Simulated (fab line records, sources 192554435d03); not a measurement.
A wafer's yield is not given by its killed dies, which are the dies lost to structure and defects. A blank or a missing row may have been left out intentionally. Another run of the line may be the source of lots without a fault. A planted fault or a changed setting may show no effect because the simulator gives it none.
Which tool was responsible? -- flow n5-finfet -- 10 lots, 28 wafers sampled, at 4 steps of a route of 1938

## WHAT THE GAUGES READ, wafer by wafer
N5_BEOL_M0_RS_MEAS_126: a four-point-probe measurement.
lot,measured,on,M0_RS (ohm/sq)
L593,day 6 02:08,film-metro-02,0.500 0.506 0.503
L594,day 6 10:05,film-metro-02,0.527 0.539 0.520
L598,day 7 09:11,film-metro-02,0.526 0.540 0.522
L599,day 7 16:22,film-metro-02,0.514 0.520 0.518
L600,day 8 04:22,film-metro-01,0.553 0.528 0.525
L605,day 9 06:14,film-metro-01,0.599 0.509
L606,day 9 10:05,film-metro-01,0.584 0.529
L610,day 10 10:03,film-metro-01,0.526 0.521 0.539
L611,day 10 16:10,film-metro-01,0.541 0.554 0.537
L615,day 11 21:28,film-metro-02,0.560 0.564 0.535

## WHICH TOOL RAN EACH LOT (tool, then ch and the chambers of the sampled wafers, then the start)
lot,N5_BEOL_M0_SAQP_PECVD_00,N5_BEOL_M0_SPUTTER_141,N5_BEOL_M0_ANNEAL_119
L593,"pecvd-04 ch 0,1,2, day 5 13:23","pvd-sputter-03, day 6 00:52","rtp-anneal-01 ch 0, day 6 01:13"
L594,"pecvd-02 ch 0,2, day 5 18:05","pvd-sputter-03, day 6 08:58","rtp-anneal-02 ch 0, day 6 09:10"
L598,"pecvd-02 ch 0,2, day 6 23:00","pvd-sputter-02, day 7 08:07","rtp-anneal-02 ch 0, day 7 08:18"
L599,"pecvd-04 ch 0,1,2, day 7 04:10","pvd-sputter-01, day 7 15:15","rtp-anneal-01 ch 0, day 7 15:27"
L600,"pecvd-02 ch 0,1,2, day 7 14:02","pvd-sputter-01, day 8 03:10","rtp-anneal-01 ch 0, day 8 03:24"
L605,"pecvd-02 ch 1, day 8 17:26","pvd-sputter-03, day 9 05:10","rtp-anneal-02 ch 0, day 9 05:28"
L606,"pecvd-02 ch 1,2, day 8 20:25","pvd-sputter-01, day 9 09:03","rtp-anneal-02 ch 0, day 9 09:14"
L610,"pecvd-04 ch 0,1,2, day 9 19:48","pvd-sputter-02, day 10 08:46","rtp-anneal-01 ch 0, day 10 08:58"
L611,"pecvd-03 ch 0,1, day 10 02:20","pvd-sputter-01, day 10 15:03","rtp-anneal-01 ch 0, day 10 15:23"
L615,"pecvd-04 ch 0,1,2, day 11 08:55","pvd-sputter-03, day 11 20:25","rtp-anneal-02 ch 0, day 11 20:40"
- N5_BEOL_M0_SAQP_PECVD_00: deposits SiCN from 3MS/NH3, target thk 8 nm, time 14 s.
- N5_BEOL_M0_SPUTTER_141: material Cu, target thk 4 nm, time 7.37 s.
- N5_BEOL_M0_ANNEAL_119: time 90 s.

## THE ANSWER, worked out from the rows above alone
Rule: what is usual is taken from the lots themselves. Put in order of their means at a reading, lots are off if they are a third of the lots or fewer, leave a main group of 4 or more, and stand apart from it by a gap of 3 or more times the standard deviation of the main group's means; of several such gaps the widest counts. If all means in a main group match to the digits the tables above print for the reading, that group is not used. A lot without any number at a reading at which 4 lots or more have one is off too. All remaining lots with rows at the step are treated as sound.
No lot is off at any reading shown: from this, nothing can be told.

## WHAT THE SIMULATOR PUT IN
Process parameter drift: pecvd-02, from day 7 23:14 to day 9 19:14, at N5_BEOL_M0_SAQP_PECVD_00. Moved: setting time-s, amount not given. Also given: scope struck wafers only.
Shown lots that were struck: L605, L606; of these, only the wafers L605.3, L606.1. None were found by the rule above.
